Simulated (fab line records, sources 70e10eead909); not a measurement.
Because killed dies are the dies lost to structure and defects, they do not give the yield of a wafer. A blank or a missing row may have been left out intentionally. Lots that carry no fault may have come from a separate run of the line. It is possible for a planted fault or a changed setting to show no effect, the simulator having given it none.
Matching of chambers :: flow nand-harc :: NHARC_A_M1_STRIP_18 on rie-diel-05 has 4 sister chambers
The step strips in N2/H2. 8 wafers are shown with their chamber, then 10 later ones without.

## WAFERS PAIRED WITH THEIR CHAMBERS
wafer: L080.3
chamber: 2
showerhead-plenum-p-Torr (Torr): 1.90
rf-vpp-V (V): 88.4

wafer: L084.5
chamber: 1
showerhead-plenum-p-Torr (Torr): 2.16
rf-vpp-V (V): 91.3

wafer: L084.6
chamber: 0
showerhead-plenum-p-Torr (Torr): 1.99
rf-vpp-V (V): 90.6

wafer: L086.3
chamber: 3
showerhead-plenum-p-Torr (Torr): 2.08
rf-vpp-V (V): 90.3

wafer: L086.4
chamber: 1
showerhead-plenum-p-Torr (Torr): 2.17
rf-vpp-V (V): 93.0

wafer: L086.6
chamber: 2
showerhead-plenum-p-Torr (Torr): 1.90
rf-vpp-V (V): 88.7

wafer: L087.3
chamber: 0
showerhead-plenum-p-Torr (Torr): 1.99
rf-vpp-V (V): 90.3

wafer: L087.4
chamber: 3
showerhead-plenum-p-Torr (Torr): 2.08
rf-vpp-V (V): 91.0

## WAFERS WHOSE CHAMBER IS MISSING
wafer: L087.6
showerhead-plenum-p-Torr (Torr): 1.90
rf-vpp-V (V): 90.8

wafer: L091.2
showerhead-plenum-p-Torr (Torr): 1.99
rf-vpp-V (V): 89.9

wafer: L091.5
showerhead-plenum-p-Torr (Torr): 1.90
rf-vpp-V (V): 90.2

wafer: L091.6
showerhead-plenum-p-Torr (Torr): 2.16
rf-vpp-V (V): 91.4

wafer: L090.2
showerhead-plenum-p-Torr (Torr): 1.99
rf-vpp-V (V): 91.9

wafer: L090.5
showerhead-plenum-p-Torr (Torr): 2.08
rf-vpp-V (V): 91.0

wafer: L090.6
showerhead-plenum-p-Torr (Torr): 1.99
rf-vpp-V (V): 90.2

wafer: L095.4
showerhead-plenum-p-Torr (Torr): 1.90
rf-vpp-V (V): 90.2

wafer: L095.5
showerhead-plenum-p-Torr (Torr): 2.16
rf-vpp-V (V): 90.7

wafer: L095.6
showerhead-plenum-p-Torr (Torr): 1.99
rf-vpp-V (V): 90.8

## WHICH CHAMBER EACH ONE RAN IN
wafer: L087.6
from the rows above: 2
in truth: 2

wafer: L091.2
from the rows above: 0
in truth: 0

wafer: L091.5
from the rows above: 2
in truth: 2

wafer: L091.6
from the rows above: 1
in truth: 1

wafer: L090.2
from the rows above: 0
in truth: 0

wafer: L090.5
from the rows above: 3
in truth: 3

wafer: L090.6
from the rows above: 0
in truth: 0

wafer: L095.4
from the rows above: 2
in truth: 2

wafer: L095.5
from the rows above: 1
in truth: 1

wafer: L095.6
from the rows above: 0
in truth: 0
Correct placement for 10 of the 10. Left unplaced by these rows: 0. Wrongly placed: 0.
How it was worked out, from the rows above alone: a wafer's distance from a chamber is the root of the sum, over the readings, of the square of ((its reading less the chamber's mean) divided by the reading's scatter). The wafer belongs to the nearest chamber; if the next one is less than 2 further off, it can't be placed. Each chamber's mean is taken over the wafers shown for it. The scatter is the square root of a quotient: the sum, over the shown wafers, of each reading's squared deviation from its chamber's mean, divided by wafers minus chambers.
